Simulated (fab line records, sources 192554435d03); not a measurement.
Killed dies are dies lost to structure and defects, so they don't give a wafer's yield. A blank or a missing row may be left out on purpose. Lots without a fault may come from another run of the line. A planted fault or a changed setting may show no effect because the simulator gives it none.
Which tool did it? | flow n5_finfet | 24 lots, 72 wafers sampled, at 5 steps of a route of 1938

WHAT THE GAUGES READ, wafer by wafer
N5_SD_EPI_P_CD_MEAS_09: target cd 240 nm.
lot  | measured    | on        | cd_nm (nm)
L074 | day 3 07:05 | cd_sem-02 | 238.9 239.9 239.3
L075 | day 3 11:07 | cd_sem-02 | 240.2 238.8 240.4
L076 | day 3 22:11 | cd_sem-02 | 240.1 240.6 240.2
L077 | day 4 00:29 | cd_sem-02 | 240.2 239.8 240.2
L078 | day 4 09:37 | cd_sem-03 | 240.4 239.9 241.3
L079 | day 4 17:49 | cd_sem-02 | 239.5 239.0 239.7
L080 | day 4 19:53 | cd_sem-02 | 240.5 240.3 239.8
L081 | day 5 02:59 | cd_sem-02 | 240.1 240.5 240.1
L082 | day 5 07:13 | cd_sem-02 | 239.0 239.9 240.2
L083 | day 5 13:41 | cd_sem-02 | 239.0 239.0 239.4
L084 | day 5 20:40 | cd_sem-03 | 239.8 240.4 239.7
L085 | day 6 08:11 | cd_sem-03 | 241.0 241.6 240.5
L086 | day 6 08:05 | cd_sem-03 | 239.8 239.9 239.5
L087 | day 6 11:46 | cd_sem-03 | 239.5 238.9 239.7
L088 | day 6 19:45 | cd_sem-02 | 239.8 239.2 239.6
L089 | day 7 02:46 | cd_sem-02 | 239.6 239.8 239.7
L090 | day 7 09:54 | cd_sem-02 | 239.4 239.9 239.9
L091 | day 7 11:15 | cd_sem-03 | 240.8 240.8 239.7
L092 | day 7 20:50 | cd_sem-03 | 240.1 240.3 240.3
L093 | day 8 00:29 | cd_sem-01 | 239.8 239.1 239.6
L094 | day 8 04:49 | cd_sem-02 | 240.7 241.0 240.5
L095 | day 8 12:22 | cd_sem-01 | 240.8 240.5 240.3
L096 | day 8 20:34 | cd_sem-02 | 239.9 239.7 240.9
L097 | day 8 23:33 | cd_sem-02 | 240.6 240.7 241.0

N5_SDB_OVL_MEAS_12.
lot  | measured    | on         | SDB_OVL (nm)
L074 | day 3 19:41 | overlay-01 | -0.9 -0.4 0.4
L075 | day 4 00:23 | overlay-02 | 0.2 -0.8 0.8
L076 | day 4 10:26 | overlay-01 | 0.7 0.7 0.3
L077 | day 4 14:20 | overlay-02 | -0.8 0.6 -0.7
L078 | day 4 22:02 | overlay-02 | -0.6 -0.9 -0.4
L079 | day 5 07:20 | overlay-02 | -0.7 0.3 0.4
L080 | day 5 09:31 | overlay-02 | 1.0 -0.7 -0.3
L081 | day 5 16:32 | overlay-01 | 0.7 -0.1 -0.5
L082 | day 5 20:50 | overlay-02 | -0.2 0.1 -0.5
L083 | day 6 02:25 | overlay-01 | -0.1 0.6 -0.8
L084 | day 6 09:52 | overlay-01 | -0.5 -0.4 -1.6
L085 | day 6 22:11 | overlay-01 | 1.1 0.0 0.0
L086 | day 6 21:50 | overlay-02 | -0.6 0.1 -0.1
L087 | day 7 01:22 | overlay-01 | -0.5 -1.6 0.1
L088 | day 7 08:55 | overlay-02 | -0.8 -1.0 -1.0
L089 | day 7 15:05 | overlay-01 | -0.8 -0.2 0.4
L090 | day 7 23:28 | overlay-02 | -1.0 -1.4 -0.8
L091 | day 8 00:03 | overlay-01 | -0.6 -0.2 0.2
L092 | day 8 10:05 | overlay-02 | 0.6 0.9 1.4
L093 | day 8 13:10 | overlay-02 | -0.5 -0.7 -1.2
L094 | day 8 16:19 | overlay-01 | -0.6 0.7 1.2
L095 | day 8 23:57 | overlay-01 | 0.2 -0.4 -0.2
L096 | day 9 08:46 | overlay-01 | 0.6 1.0 0.7
L097 | day 9 12:47 | overlay-01 | -0.7 -0.8 -0.3

WHICH TOOL RAN EACH LOT (tool, then ch and the chambers of the sampled wafers, then the start)
lot  | N5_SD_EPI_N_STRIP_38                | N5_SD_ACTIVATION_LSA_01           | N5_ILD0_CMP_07
L074 | plasma_asher-02 ch 0,1, day 3 02:25 | laser_anneal-02 ch 0, day 3 11:25 | cmp-02 ch 0,2,3, day 3 14:58
L075 | plasma_asher-02 ch 0,1, day 3 06:46 | laser_anneal-01 ch 0, day 3 16:22 | cmp-02 ch 0,1,2, day 3 20:02
L076 | plasma_asher-02 ch 0,1, day 3 17:45 | laser_anneal-02 ch 0, day 4 03:11 | cmp-01 ch 0,1,3, day 4 06:28
L077 | plasma_asher-01 ch 0,1, day 3 20:17 | laser_anneal-01 ch 0, day 4 06:31 | cmp-02 ch 2,3, day 4 09:47
L078 | plasma_asher-01 ch 0,1, day 4 04:11 | laser_anneal-02 ch 0, day 4 14:31 | cmp-02 ch 1,2,3, day 4 17:46
L079 | plasma_asher-01 ch 0,1, day 4 12:39 | laser_anneal-01 ch 0, day 4 23:56 | cmp-01 ch 0,1,2, day 5 03:17
L080 | plasma_asher-01 ch 0,1, day 4 15:18 | laser_anneal-02 ch 0, day 5 01:16 | cmp-01 ch 0,1,2, day 5 05:20
L081 | plasma_asher-02 ch 0,1, day 4 22:47 | laser_anneal-01 ch 0, day 5 09:22 | cmp-02 ch 1,2, day 5 12:37
L082 | plasma_asher-02 ch 0,1, day 5 01:53 | laser_anneal-02 ch 0, day 5 13:35 | cmp-01 ch 0,3, day 5 16:51
L083 | plasma_asher-01 ch 0,1, day 5 09:23 | laser_anneal-01 ch 0, day 5 18:44 | cmp-01 ch 0,1,3, day 5 22:26
L084 | plasma_asher-01 ch 0,1, day 5 14:59 | laser_anneal-02 ch 0, day 6 02:41 | cmp-03 ch 0,3, day 6 05:56
L085 | plasma_asher-02 ch 0,1, day 6 02:59 | laser_anneal-02 ch 0, day 6 14:44 | cmp-02 ch 0,3, day 6 18:10
L086 | plasma_asher-02 ch 0,1, day 6 03:47 | laser_anneal-01 ch 0, day 6 14:21 | cmp-02 ch 2,3, day 6 17:37
L087 | plasma_asher-02 ch 0,1, day 6 08:13 | laser_anneal-01 ch 0, day 6 17:56 | cmp-01 ch 0,1,3, day 6 21:24
L088 | plasma_asher-01 ch 0,1, day 6 14:26 | laser_anneal-02 ch 0, day 7 01:45 | cmp-02 ch 1,2,3, day 7 05:00
L089 | plasma_asher-02 ch 0,1, day 6 20:10 | laser_anneal-01 ch 0, day 7 07:39 | cmp-02 ch 0,3, day 7 11:02
L090 | plasma_asher-02 ch 0,1, day 7 04:35 | laser_anneal-02 ch 0, day 7 16:10 | cmp-03 ch 1,3, day 7 19:25
L091 | plasma_asher-02 ch 0,1, day 7 07:12 | laser_anneal-01 ch 0, day 7 16:30 | cmp-01 ch 1,2, day 7 19:49
L092 | plasma_asher-02 ch 0,1, day 7 17:16 | laser_anneal-02 ch 0, day 8 01:57 | cmp-02 ch 1,2,3, day 8 05:22
L093 | plasma_asher-01 ch 0,1, day 7 20:09 | laser_anneal-01 ch 0, day 8 05:22 | cmp-03 ch 0,1,2, day 8 09:06
L094 | plasma_asher-01 ch 0,1, day 8 01:16 | laser_anneal-02 ch 0, day 8 08:57 | cmp-03 ch 0,1,2, day 8 12:13
L095 | plasma_asher-02 ch 0,1, day 8 08:41 | laser_anneal-01 ch 0, day 8 16:31 | cmp-02 ch 1,3, day 8 19:47
L096 | plasma_asher-01 ch 0,1, day 8 15:41 | laser_anneal-02 ch 0, day 9 00:55 | cmp-01 ch 1,3, day 9 04:17
L097 | plasma_asher-02 ch 0,1, day 8 19:22 | laser_anneal-01 ch 0, day 9 04:37 | cmp-02 ch 2,3, day 9 08:20
- N5_SD_EPI_N_STRIP_38: strips in N2/H2.
- N5_SD_ACTIVATION_LSA_01: time 0.0008 s.
- N5_ILD0_CMP_07: polishes SiO2 flowable, stops on poly-Si, t overpolish 1.18 s, target thk 138.88 nm.

WHAT THE TOOLS THEMSELVES READ (means of the sampled wafers that have a number; where no wafer has one, the mark that the record gives instead)
N5_SD_EPI_N_STRIP_38.
lot  | tool            | drypump_motor_current_A (A) | h2_flow_sccm (sccm) | heater_power_w (W) | oes_product_au (a.u.)
L074 | plasma_asher-02 | 6.1                         | 3246                | 319                | 0.756
L075 | plasma_asher-02 | 5.8                         | 3232                | 337                | 0.759
L076 | plasma_asher-02 | 5.8                         | 3253                | 339                | 0.769
L077 | plasma_asher-01 | 5.0                         | 3255                | 321                | 0.759
L078 | plasma_asher-01 | 5.0                         | 3244                | 314                | 0.750
L079 | plasma_asher-01 | 5.4                         | 3240                | 321                | 0.766
L080 | plasma_asher-01 | 5.4                         | 3250                | 322                | 0.763
L081 | plasma_asher-02 | 6.1                         | 3261                | 325                | 0.763
L082 | plasma_asher-02 | 6.1                         | 3243                | 316                | 0.761
L083 | plasma_asher-01 | 5.0                         | 3257                | 322                | 0.758
L084 | plasma_asher-01 | 5.4                         | 3260                | 322                | 0.756
L085 | plasma_asher-02 | 6.1                         | 3254                | 318                | 0.767
L086 | plasma_asher-02 | 6.1                         | 3253                | 317                | 0.769
L087 | plasma_asher-02 | 6.1                         | 3242                | 317                | 0.759
L088 | plasma_asher-01 | 5.0                         | 3251                | 314                | 0.768
L089 | plasma_asher-02 | 5.8                         | 3258                | 333                | 0.761
L090 | plasma_asher-02 | 6.1                         | 3244                | 322                | 0.752
L091 | plasma_asher-02 | 6.1                         | 3251                | 315                | 0.766
L092 | plasma_asher-02 | 5.8                         | 3266                | 335                | 0.768
L093 | plasma_asher-01 | 5.4                         | 3252                | 315                | 0.761
L094 | plasma_asher-01 | 5.1                         | 3244                | 320                | 0.754
L095 | plasma_asher-02 | 5.8                         | 3255                | 333                | 0.757
L096 | plasma_asher-01 | 5.4                         | 3248                | 326                | 0.764
L097 | plasma_asher-02 | 6.1                         | 3257                | 321                | 0.761

N5_SD_ACTIVATION_LSA_01.
lot  | tool            | wafer_temp_C_max
L074 | laser_anneal-02 | 1086.3
L075 | laser_anneal-01 | 1083.5
L076 | laser_anneal-02 | 1086.3
L077 | laser_anneal-01 | 1083.1
L078 | laser_anneal-02 | 1086.3
L079 | laser_anneal-01 | 1083.4
L080 | laser_anneal-02 | 1085.3
L081 | laser_anneal-01 | 1084.0
L082 | laser_anneal-02 | 1085.2
L083 | laser_anneal-01 | 1083.9
L084 | laser_anneal-02 | 1086.3
L085 | laser_anneal-02 | 1085.3
L086 | laser_anneal-01 | 1082.9
L087 | laser_anneal-01 | 1082.9
L088 | laser_anneal-02 | 1085.7
L089 | laser_anneal-01 | 1083.6
L090 | laser_anneal-02 | 1086.2
L091 | laser_anneal-01 | 1084.7
L092 | laser_anneal-02 | 1085.8
L093 | laser_anneal-01 | 1084.3
L094 | laser_anneal-02 | 1085.3
L095 | laser_anneal-01 | 1083.9
L096 | laser_anneal-02 | 1085.1
L097 | laser_anneal-01 | 1084.7

N5_ILD0_CMP_07.
lot  | tool   | motor_current_A (A)
L074 | cmp-02 | 12.1
L075 | cmp-02 | 12.4
L076 | cmp-01 | 11.6
L077 | cmp-02 | 12.0
L078 | cmp-02 | 13.1
L079 | cmp-01 | 12.3
L080 | cmp-01 | 12.5
L081 | cmp-02 | 12.1
L082 | cmp-01 | 13.3
L083 | cmp-01 | 11.6
L084 | cmp-03 | 12.2
L085 | cmp-02 | 13.1
L086 | cmp-02 | 12.9
L087 | cmp-01 | 11.9
L088 | cmp-02 | 12.6
L089 | cmp-02 | 13.1
L090 | cmp-03 | 11.6
L091 | cmp-01 | 11.2
L092 | cmp-02 | 13.0
L093 | cmp-03 | 12.2
L094 | cmp-03 | 11.9
L095 | cmp-02 | 13.3
L096 | cmp-01 | 10.3
L097 | cmp-02 | 12.8

THE ANSWER, worked out from the rows above alone
Rule: what is usual is taken from the lots themselves. Put in order of their means at a reading, lots are off if they are a third of the lots or fewer, leave a main group of 4 or more, and stand apart from it by a gap of 3 or more times the standard deviation of the main group's means; of several such gaps the widest counts. A main group whose means are all the same, to the digits that the tables above print for the reading, isn't used. A lot without any number at a reading at which 4 lots or more have one is off too. The other lots that the step has rows for count as sound. The gauges are gone through in route order, then the tools' own readings, and for those a lot's mean is taken as printed above. The first step at which some lot is off is used, and at that step the reading that is off furthest; a lot without a number counts as furthest.
No lot is off at any reading shown: from this, nothing can be told.

WHAT THE SIMULATOR HAD PUT IN
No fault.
